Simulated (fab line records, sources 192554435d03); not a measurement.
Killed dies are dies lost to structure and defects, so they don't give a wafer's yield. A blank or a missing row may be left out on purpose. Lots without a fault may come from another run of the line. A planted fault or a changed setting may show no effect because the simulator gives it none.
Which tool did it? | flow n5_finfet | 11 lots, 31 wafers sampled, at 2 steps of a route of 1938

WHAT THE GAUGES READ, wafer by wafer
N5_BEOL_M7_INSPECT_13: inspects for defects (brightfield).
lot  | measured     | on                | raw_defect_count
L816 | day 9 06:56  | defect_inspect-01 | 239 376 414
L815 | day 9 07:19  | defect_inspect-01 | 376 438 337
L822 | day 10 11:07 | defect_inspect-01 | 332 280 506
L824 | day 10 20:01 | defect_inspect-01 | 262 310 356
L827 | day 11 21:22 | defect_inspect-01 | 422 480 319
L832 | day 13 14:15 | defect_inspect-01 | 224 440 331
L834 | day 13 14:17 | defect_inspect-01 | 484 474 449
L835 | day 13 18:05 | defect_inspect-01 | 306 416 423
L836 | day 13 20:16 | defect_inspect-02 | 675 468 453
L837 | day 14 20:17 | defect_inspect-01 | 466 443
L838 | day 15 01:41 | defect_inspect-02 | 394 304

N5_BEOL_M7_OVL_MEAS_29.
lot  | measured     | on         | V6_OVL (nm)
L816 | day 9 11:11  | overlay-02 | 0.0 0.3 0.0
L815 | day 9 11:14  | overlay-01 | -0.4 -0.3 -0.2
L822 | day 10 12:19 | overlay-02 | -1.1 0.0 -0.5
L824 | day 10 21:08 | overlay-01 | 0.3 1.0 -0.7
L827 | day 11 22:20 | overlay-01 | -0.2 0.0 -0.3
L832 | day 13 15:26 | overlay-01 | 0.7 -0.4 -1.3
L834 | day 13 15:50 | overlay-01 | -0.4 -0.1 0.7
L835 | day 13 18:59 | overlay-02 | -0.3 0.4 0.1
L836 | day 14 00:19 | overlay-02 | -0.4 0.8 0.4
L837 | day 14 21:08 | overlay-02 | -0.9 -0.7
L838 | day 15 02:38 | overlay-02 | -0.7 -0.9

WHICH TOOL RAN EACH LOT (tool, then ch and the chambers of the sampled wafers, then the start)
The record holds no process step before these readings.

WHAT THE TOOLS THEMSELVES READ (means of the sampled wafers that have a number; where no wafer has one, the mark that the record gives instead)
The record holds no such reading with a usual standard deviation.

THE ANSWER, worked out from the rows above alone
Rule: what is usual is taken from the lots themselves. Put in order of their means at a reading, lots are off if they are a third of the lots or fewer, leave a main group of 4 or more, and stand apart from it by a gap of 3 or more times the standard deviation of the main group's means; of several such gaps the widest counts. A main group whose means are all the same, to the digits that the tables above print for the reading, isn't used. A lot without any number at a reading at which 4 lots or more have one is off too. The other lots that the step has rows for count as sound. The gauges are gone through in route order, then the tools' own readings, and for those a lot's mean is taken as printed above. The first step at which some lot is off is used, and at that step the reading that is off furthest; a lot without a number counts as furthest.
No lot is off at any reading shown: from this, nothing can be told.

WHAT THE SIMULATOR HAD PUT IN
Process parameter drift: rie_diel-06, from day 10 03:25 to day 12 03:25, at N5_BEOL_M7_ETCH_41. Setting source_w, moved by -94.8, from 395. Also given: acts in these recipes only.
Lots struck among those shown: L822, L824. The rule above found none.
